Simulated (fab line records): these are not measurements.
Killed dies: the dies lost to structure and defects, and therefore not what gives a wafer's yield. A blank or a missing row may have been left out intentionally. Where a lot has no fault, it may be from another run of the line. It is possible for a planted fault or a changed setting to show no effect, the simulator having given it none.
Split-lot experiment -- flow n5-finfet -- on a route of 1938 steps: 7 lots, 21 wafers read

== THE SPLIT ITSELF ==
At N5_BEOL_M2_COAT_61 (time 60 s, resist thk 60 nm), the setting spin-rpm was moved away from the recipe's 1500 rpm on 5 of the 21 wafers read, by -8.3% to +8.8%. The other wafers ran this setting at the recipe's value.

The reading is taken at the split's own step.

== THE READING ==
SOC_of_BEOL_M2_COAT_61.thk-nm (the simulator's own value, which no gauge read), in nm, at N5_BEOL_M2_COAT_61 (time 60 s, resist thk 60 nm). There is no usual value for it anywhere in the file. Average 59.9 nm, standard deviation 0.23 nm, over the 16 wafers here run with the recipe.

wafer,"tool, chamber at the split","spin-rpm as run, rpm",against the recipe,"SOC_of_BEOL_M2_COAT_61.thk-nm, nm",against lot-mates on the recipe
L074.1,"litho-track-03, 0",1500,recipe,60,-
L074.2,"litho-track-03, 0",1500,recipe,60,-
L074.3,"litho-track-03, 0",1414,-5.7%,61.8,+1.8
L076.1,"litho-track-03, 0",1450,-3.3%,61.2,+1.0
L076.2,"litho-track-03, 0",1500,recipe,60.2,-
L076.6,"litho-track-03, 0",1500,recipe,60.2,-
L083.3,"litho-track-04, 0",1500,recipe,59.6,-
L083.4,"litho-track-04, 0",1500,recipe,59.6,-
L083.5,"litho-track-04, 0",1500,recipe,59.6,-
L089.1,"litho-track-04, 0",1500,recipe,59.6,-
L089.4,"litho-track-04, 0",1500,recipe,59.6,-
L089.5,"litho-track-04, 0",1500,recipe,59.6,-
L092.1,"litho-track-02, 0",1632,+8.8%,57.4,-2.4
L092.4,"litho-track-02, 0",1632,+8.8%,57.6,-2.2
L092.6,"litho-track-02, 0",1500,recipe,59.8,-
L095.1,"litho-track-04, 0",1500,recipe,60,-
L095.4,"litho-track-04, 0",1500,recipe,60,-
L095.3,"litho-track-04, 0",1500,recipe,60.2,-
L096.2,"litho-track-04, 0",1500,recipe,60,-
L096.5,"litho-track-04, 0",1500,recipe,60,-
L096.4,"litho-track-04, 0",1376,-8.3%,62.6,+2.6

THE FIT
A straight line over all 21 wafers: SOC_of_BEOL_M2_COAT_61.thk-nm changes by -0.299 nm for each +1% of spin-rpm; r = -0.98; the points scatter about the line by 0.25 nm.
The same after taking each lot's own level away (the mean of its wafers on the recipe; 21 wafers): -0.283 nm for each +1%; r = -1.00; scatter 0.099 nm.
Per that fit: largest spin-rpm move, reading shift of 2.5 nm.
The lots' own levels span 59.60 to 60.20 nm, that is 2.6 times the standard deviation above.
Consequently the slope shifts little with the lot-to-lot level, the two slopes agreeing.
Check: with one of the wafers moved furthest among these (+8.8%) left out of the fit, the line predicts -2.47 nm for it against its lot-mates. Against them it came out at -2.4 nm.

== THE OTHER SPLITS THESE WAFERS WENT THROUGH ==
Other splits were also applied to these wafers ahead of the reading. Each is held against what the fit with the lots' levels taken away leaves over:
other split on the same wafers,wafers away from the commonest value,r with SOC_of_BEOL_M2_COAT_61.thk-nm (lot level and that fit taken away)
N5_MOL_CONTACT_COAG_CONTACT_ETCH_14 time-s,12,-0.29
N5_MOL_CONTACT_COAG_COAT_76 spin-rpm,8,+0.08
N5_MOL_CONTACT_COAG_COAT_78 spin-rpm,8,-0.04
N5_BEOL_M0_SAQP_EXPOSE_37 dose-mj,5,+0.00
N5_BEOL_M0_ETCH_128 source-w,6,+0.22
N5_BEOL_M0_TRENCH_ETCH_107 target-depth-a,5,-0.15

== FILE'S OWN FIT ==
SOC_of_BEOL_M2_COAT_61.thk-nm changes by -0.292 nm for each +1% of spin-rpm, r = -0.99.
